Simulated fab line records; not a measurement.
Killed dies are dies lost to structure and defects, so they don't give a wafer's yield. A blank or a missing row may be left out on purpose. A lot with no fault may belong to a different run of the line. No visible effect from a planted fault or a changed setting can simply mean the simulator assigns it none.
Split-lot study :: flow n5_finfet :: 39 wafers read from 7 lots, route of 1938 steps

== THE SPLIT ITSELF ==
At N5_DUMMY_GATE_ETCH_31 (etches SiO2 in C4F6/O2, target depth 82.5 nm, time 27.5 s), the setting target_depth_a was moved away from the recipe's 825 angstrom on 18 of the 39 wafers read, by -8.9% to +11.6%. The other wafers ran this setting at the recipe's value.

Reading taken at the split's own step.

== THE READING ==
SOC_of_DUMMY_GATE_COAT_34.thk_nm (the simulator's own value, which no gauge read), in nm, at N5_DUMMY_GATE_ETCH_31 (etches SiO2 in C4F6/O2, target depth 82.5 nm, time 27.5 s). The file gives no usual value for it. The 21 wafers here that ran the recipe average 51.9 nm, standard deviation 0.19 nm.

wafer: L074.1
tool, chamber at the split: rie_diel-06, 1
target_depth_a as run, angstrom: 825
against the recipe: recipe
SOC_of_DUMMY_GATE_COAT_34.thk_nm, nm: 52.2
against lot-mates on the recipe: -

wafer: L074.2
tool, chamber at the split: rie_diel-06, 0
target_depth_a as run, angstrom: 825
against the recipe: recipe
SOC_of_DUMMY_GATE_COAT_34.thk_nm, nm: 52
against lot-mates on the recipe: -

wafer: L074.6
tool, chamber at the split: rie_diel-06, 0
target_depth_a as run, angstrom: 825
against the recipe: recipe
SOC_of_DUMMY_GATE_COAT_34.thk_nm, nm: 51.8
against lot-mates on the recipe: -

wafer: L076.1
tool, chamber at the split: rie_diel-06, 3
target_depth_a as run, angstrom: 751.2
against the recipe: -8.9%
SOC_of_DUMMY_GATE_COAT_34.thk_nm, nm: 52.4
against lot-mates on the recipe: +0.6

wafer: L076.2
tool, chamber at the split: rie_diel-06, 2
target_depth_a as run, angstrom: 825
against the recipe: recipe
SOC_of_DUMMY_GATE_COAT_34.thk_nm, nm: 51.6
against lot-mates on the recipe: -

wafer: L076.3
tool, chamber at the split: rie_diel-06, 0
target_depth_a as run, angstrom: 825
against the recipe: recipe
SOC_of_DUMMY_GATE_COAT_34.thk_nm, nm: 51.8
against lot-mates on the recipe: -

wafer: L076.4
tool, chamber at the split: rie_diel-06, 1
target_depth_a as run, angstrom: 825
against the recipe: recipe
SOC_of_DUMMY_GATE_COAT_34.thk_nm, nm: 52
against lot-mates on the recipe: -

wafer: L076.5
tool, chamber at the split: rie_diel-06, 1
target_depth_a as run, angstrom: 751.2
against the recipe: -8.9%
SOC_of_DUMMY_GATE_COAT_34.thk_nm, nm: 52.6
against lot-mates on the recipe: +0.8

wafer: L076.6
tool, chamber at the split: rie_diel-06, 2
target_depth_a as run, angstrom: 751.2
against the recipe: -8.9%
SOC_of_DUMMY_GATE_COAT_34.thk_nm, nm: 52.4
against lot-mates on the recipe: +0.6

wafer: L086.1
tool, chamber at the split: rie_diel-06, 2
target_depth_a as run, angstrom: 898.3
against the recipe: +8.9%
SOC_of_DUMMY_GATE_COAT_34.thk_nm, nm: 51
against lot-mates on the recipe: -0.5

wafer: L086.2
tool, chamber at the split: rie_diel-06, 0
target_depth_a as run, angstrom: 898.3
against the recipe: +8.9%
SOC_of_DUMMY_GATE_COAT_34.thk_nm, nm: 51
against lot-mates on the recipe: -0.5

wafer: L086.3
tool, chamber at the split: rie_diel-06, 1
target_depth_a as run, angstrom: 898.3
against the recipe: +8.9%
SOC_of_DUMMY_GATE_COAT_34.thk_nm, nm: 51.2
against lot-mates on the recipe: -0.3

wafer: L086.4
tool, chamber at the split: rie_diel-06, 3
target_depth_a as run, angstrom: 825
against the recipe: recipe
SOC_of_DUMMY_GATE_COAT_34.thk_nm, nm: 51.6
against lot-mates on the recipe: -

wafer: L086.5
tool, chamber at the split: rie_diel-06, 0
target_depth_a as run, angstrom: 825
against the recipe: recipe
SOC_of_DUMMY_GATE_COAT_34.thk_nm, nm: 51.4
against lot-mates on the recipe: -

wafer: L086.6
tool, chamber at the split: rie_diel-06, 3
target_depth_a as run, angstrom: 825
against the recipe: recipe
SOC_of_DUMMY_GATE_COAT_34.thk_nm, nm: 51.6
against lot-mates on the recipe: -

wafer: L089.1
tool, chamber at the split: rie_diel-06, 0
target_depth_a as run, angstrom: 825
against the recipe: recipe
SOC_of_DUMMY_GATE_COAT_34.thk_nm, nm: 52
against lot-mates on the recipe: -

wafer: L089.2
tool, chamber at the split: rie_diel-06, 1
target_depth_a as run, angstrom: 890
against the recipe: +7.9%
SOC_of_DUMMY_GATE_COAT_34.thk_nm, nm: 51.6
against lot-mates on the recipe: -0.3

wafer: L089.3
tool, chamber at the split: rie_diel-06, 3
target_depth_a as run, angstrom: 825
against the recipe: recipe
SOC_of_DUMMY_GATE_COAT_34.thk_nm, nm: 51.8
against lot-mates on the recipe: -

wafer: L089.4
tool, chamber at the split: rie_diel-06, 2
target_depth_a as run, angstrom: 890
against the recipe: +7.9%
SOC_of_DUMMY_GATE_COAT_34.thk_nm, nm: 51.2
against lot-mates on the recipe: -0.7

wafer: L089.5
tool, chamber at the split: rie_diel-06, 2
target_depth_a as run, angstrom: 825
against the recipe: recipe
SOC_of_DUMMY_GATE_COAT_34.thk_nm, nm: 51.8
against lot-mates on the recipe: -

wafer: L089.6
tool, chamber at the split: rie_diel-06, 3
target_depth_a as run, angstrom: 890
against the recipe: +7.9%
SOC_of_DUMMY_GATE_COAT_34.thk_nm, nm: 51
against lot-mates on the recipe: -0.9

wafer: L091.1
tool, chamber at the split: rie_diel-03, 3
target_depth_a as run, angstrom: 881.7
against the recipe: +6.9%
SOC_of_DUMMY_GATE_COAT_34.thk_nm, nm: 51.4
against lot-mates on the recipe: -0.6

wafer: L091.2
tool, chamber at the split: rie_diel-03, 0
target_depth_a as run, angstrom: 825
against the recipe: recipe
SOC_of_DUMMY_GATE_COAT_34.thk_nm, nm: 52
against lot-mates on the recipe: -

wafer: L091.3
tool, chamber at the split: rie_diel-03, 2
target_depth_a as run, angstrom: 881.7
against the recipe: +6.9%
SOC_of_DUMMY_GATE_COAT_34.thk_nm, nm: 51.6
against lot-mates on the recipe: -0.4

wafer: L091.4
tool, chamber at the split: rie_diel-03, 1
target_depth_a as run, angstrom: 881.7
against the recipe: +6.9%
SOC_of_DUMMY_GATE_COAT_34.thk_nm, nm: 51.2
against lot-mates on the recipe: -0.8

wafer: L091.5
tool, chamber at the split: rie_diel-03, 0
target_depth_a as run, angstrom: 825
against the recipe: recipe
SOC_of_DUMMY_GATE_COAT_34.thk_nm, nm: 52
against lot-mates on the recipe: -

wafer: L091.6
tool, chamber at the split: rie_diel-03, 3
target_depth_a as run, angstrom: 825
against the recipe: recipe
SOC_of_DUMMY_GATE_COAT_34.thk_nm, nm: 52
against lot-mates on the recipe: -

wafer: L094.1
tool, chamber at the split: rie_diel-02, 0
target_depth_a as run, angstrom: 898.4
against the recipe: +8.9%
SOC_of_DUMMY_GATE_COAT_34.thk_nm, nm: 51.6
against lot-mates on the recipe: -0.4

wafer: L094.2
tool, chamber at the split: rie_diel-02, 1
target_depth_a as run, angstrom: 825
against the recipe: recipe
SOC_of_DUMMY_GATE_COAT_34.thk_nm, nm: 52
against lot-mates on the recipe: -

wafer: L094.3
tool, chamber at the split: rie_diel-02, 3
target_depth_a as run, angstrom: 825
against the recipe: recipe
SOC_of_DUMMY_GATE_COAT_34.thk_nm, nm: 52
against lot-mates on the recipe: -

wafer: L094.4
tool, chamber at the split: rie_diel-02, 2
target_depth_a as run, angstrom: 898.4
against the recipe: +8.9%
SOC_of_DUMMY_GATE_COAT_34.thk_nm, nm: 51.4
against lot-mates on the recipe: -0.6

wafer: L094.5
tool, chamber at the split: rie_diel-02, 0
target_depth_a as run, angstrom: 825
against the recipe: recipe
SOC_of_DUMMY_GATE_COAT_34.thk_nm, nm: 52
against lot-mates on the recipe: -

wafer: L094.6
tool, chamber at the split: rie_diel-02, 3
target_depth_a as run, angstrom: 898.4
against the recipe: +8.9%
SOC_of_DUMMY_GATE_COAT_34.thk_nm, nm: 51
against lot-mates on the recipe: -1.0

wafer: L097.1
tool, chamber at the split: rie_diel-06, 3
target_depth_a as run, angstrom: 920.7
against the recipe: +11.6%
SOC_of_DUMMY_GATE_COAT_34.thk_nm, nm: 50.8
against lot-mates on the recipe: -1.1

wafer: L097.2
tool, chamber at the split: rie_diel-06, 0
target_depth_a as run, angstrom: 920.7
against the recipe: +11.6%
SOC_of_DUMMY_GATE_COAT_34.thk_nm, nm: 51
against lot-mates on the recipe: -0.9

wafer: L097.3
tool, chamber at the split: rie_diel-06, 2
target_depth_a as run, angstrom: 825
against the recipe: recipe
SOC_of_DUMMY_GATE_COAT_34.thk_nm, nm: 52
against lot-mates on the recipe: -

wafer: L097.4
tool, chamber at the split: rie_diel-06, 1
target_depth_a as run, angstrom: 825
against the recipe: recipe
SOC_of_DUMMY_GATE_COAT_34.thk_nm, nm: 51.8
against lot-mates on the recipe: -

wafer: L097.5
tool, chamber at the split: rie_diel-06, 1
target_depth_a as run, angstrom: 920.7
against the recipe: +11.6%
SOC_of_DUMMY_GATE_COAT_34.thk_nm, nm: 51.2
against lot-mates on the recipe: -0.7

wafer: L097.6
tool, chamber at the split: rie_diel-06, 0
target_depth_a as run, angstrom: 825
against the recipe: recipe
SOC_of_DUMMY_GATE_COAT_34.thk_nm, nm: 52
against lot-mates on the recipe: -

FIT RESULTS
A straight line over all 39 wafers: SOC_of_DUMMY_GATE_COAT_34.thk_nm changes by -0.0728 nm for each +1% of target_depth_a; r = -0.90; the points scatter about the line by 0.2 nm.
The same after taking each lot's own level away (the mean of its wafers on the recipe; 39 wafers): -0.0742 nm for each +1%; r = -0.93; scatter 0.16 nm.
The reading moves by 0.86 nm for the largest change in target_depth_a, on that fit.
Across the lots, their own levels run from 51.53 to 52.00 nm, a range of 2.5 times the standard deviation given above.
Hence the lot-to-lot level has little effect on the slope; both slopes agree.
Check: with one of the wafers moved furthest among these (+11.6%) left out of the fit, the line predicts -0.831 nm for it against its lot-mates. Against them it came out at -1.13 nm.

== OTHER SPLITS ON THESE WAFERS ==
Note: prior to the reading, these wafers also went through further splits. Each is held against what the fit with the lots' levels taken away leaves over:
other split on the same wafers: N5_WELL_APT_EXPOSE_05 dose_mj
wafers away from the commonest value: 15
r with SOC_of_DUMMY_GATE_COAT_34.thk_nm (lot level and that fit taken away): +0.30

other split on the same wafers: N5_FIN_CUT_CUT_ETCH_26 time_s
wafers away from the commonest value: 15
r with SOC_of_DUMMY_GATE_COAT_34.thk_nm (lot level and that fit taken away): +0.02

other split on the same wafers: N5_FIN_CUT_CUT_ETCH_15 target_depth_a
wafers away from the commonest value: 9
r with SOC_of_DUMMY_GATE_COAT_34.thk_nm (lot level and that fit taken away): -0.08

other split on the same wafers: N5_STI_FIN_REVEAL_ETCHBACK_08 target_depth_a
wafers away from the commonest value: 15
r with SOC_of_DUMMY_GATE_COAT_34.thk_nm (lot level and that fit taken away): -0.07

== THE WHOLE CHAIN: every reading that the file lists as answering this split, in the file's order ==
step: N5_DUMMY_GATE_ETCH_31
what it does: etches SiO2 in C4F6/O2, target depth 82.5 nm, time 27.5 s
reading: etch.depth_nm (the simulator's own value, which no gauge read)
change (the file's fit): +0.805 nm for each +1% of the setting
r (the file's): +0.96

step: N5_DUMMY_GATE_ETCH_31
what it does: etches SiO2 in C4F6/O2, target depth 82.5 nm, time 27.5 s
reading: SOC_of_DUMMY_GATE_COAT_34.thk_nm (the simulator's own value, which no gauge read)
change (the file's fit): -0.0741 nm for each +1% of the setting
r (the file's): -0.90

== FILE'S OWN FIT ==
SOC_of_DUMMY_GATE_COAT_34.thk_nm changes by -0.0741 nm for each +1% of target_depth_a, r = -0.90.
